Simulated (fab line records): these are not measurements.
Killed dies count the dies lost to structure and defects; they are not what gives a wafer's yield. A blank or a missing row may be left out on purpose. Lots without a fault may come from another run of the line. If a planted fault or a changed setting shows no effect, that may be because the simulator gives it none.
A struck lot beside a sound one ; flow nand-harc ; 15 steps out of a route of 1302
Sound: these wafers, L290.2, L290.4, L290.6. Struck: wafers L303.1, L303.3, L303.6. At the end, the cause is stated.
Order at every step that has rows: each side's tool, ch and its chambers, its first start. Under that, the readings that differ: sound wafers ; struck wafers ; difference of the means ; sigmas: that difference in standard deviations of wafers without a fault.
alike: a reading whose means differ by less than 2 such deviations, as well as words and numbers matching on both sides. not compared: withheld readings; readings where some wafer has no value; bounds like >300 that might hide an equal value; numbers whose values overlap and for which the record gives no deviation.
Wherever a step has rows on one side only, a row that says differs or no value, or a row with sigmas, the two part there. Non-overlapping numbers with no deviation appear without sigmas and do not part them. A reading that every wafer of one side lacks parts them only if that side has two wafers or more.

first, 4 steps without rows for these wafers: NHARC_A_DECK1_JOINT_CURE_26 (time 32 s); NHARC_A_DECK1_JOINT_ANNEAL_27 (time 3600 s); NHARC_A_DECK1_JOINT_ANNEAL_28 (time 1800 s); NHARC_A_DECK1_JOINT_ANNEAL_29 (time 1800 s).
NHARC_A_DECK1_JOINT_CMP_02: polishes SiOx.
  sound on cmp-04 ch 0,3, day 13 16:35; struck on cmp-03 ch 2,3, day 18 11:52
  alike: motor-current-A
after that, 1 step had no rows for these wafers: NHARC_A_DECK1_JOINT_SRD_15.
NHARC_A_DECK1_JOINT_DEP_16: deposits SiO2, target thk 45 nm.
  sound on pecvd-04 ch 0, day 13 17:02; struck on pecvd-01 ch 0,1,2, day 18 12:14
reading;sound;struck;difference;sigmas
flow-sccm (sccm);2632 2633 2647;2660 2662 2644;+18;+2
  alike: heater-power-w, throttle-valve-pct
NHARC_A_DECK1_JOINT_THK_MEAS_17: measures by ellipsometry.
  sound: film-metro-01 at day 13 17:21; struck: film-metro-01 at day 18 12:31
  alike: thk-nm
NHARC_A_DECK1_JOINT_INSPECT_05:
  sound: defect-inspect-02 at day 13 17:23; struck: defect-inspect-01 at day 18 12:33
  alike: raw-defect-count
after that, 1 step with no rows for these wafers: NHARC_A_ONON_D2_DEP_00 (target thk 1000 nm).
NHARC_A_ONON_D2_THK_MEAS_02: measures by ellipsometry.
  sound: film-metro-02 at day 13 17:58; struck: film-metro-02 at day 18 13:08
  alike: thk-nm
NHARC_A_ONON_D2_DEP_03: target thk 1000 nm.
  sound on pecvd-onon-01 ch 0, day 13 18:05; struck on pecvd-onon-01 ch 0, day 18 13:11
  alike: n2-flow-sccm
NHARC_A_ONON_D2_THK_MEAS_05: measures by ellipsometry.
  sound: film-metro-01 at day 13 18:32; struck: film-metro-02 at day 18 13:42
reading;sound;struck;difference;sigmas
thk-nm (nm);1005 1006 1005;1031 1033 1030;+26;+3
after that, 1 step with no rows for these wafers: NHARC_A_ONON_D2_DEP_06 (target thk 1000 nm).
-- break in the record here, with 12 days between the starts of the struck wafers on either side (left off in module A_ONON_D2, picked up again in module END, where the first step shown is number 1302 on the route) --
NHARC_END_SORT_01:
  sound on prober-02 ch 0, day 25 16:01; struck on prober-02 ch 0, day 30 10:28
reading;sound;struck;difference;sigmas
killed-at-array;75 68 69;179 175 169;+104;+6
killed-dies;78 74 74;182 182 173;+104;+6
  alike: killed-at-other, killed-at-periphery, killed-open, killed-short

WHERE THEY PART
Last at NHARC_END_SORT_01 as far as this record goes, first at NHARC_A_DECK1_JOINT_DEP_16.

WHY: what had been put in by the simulator
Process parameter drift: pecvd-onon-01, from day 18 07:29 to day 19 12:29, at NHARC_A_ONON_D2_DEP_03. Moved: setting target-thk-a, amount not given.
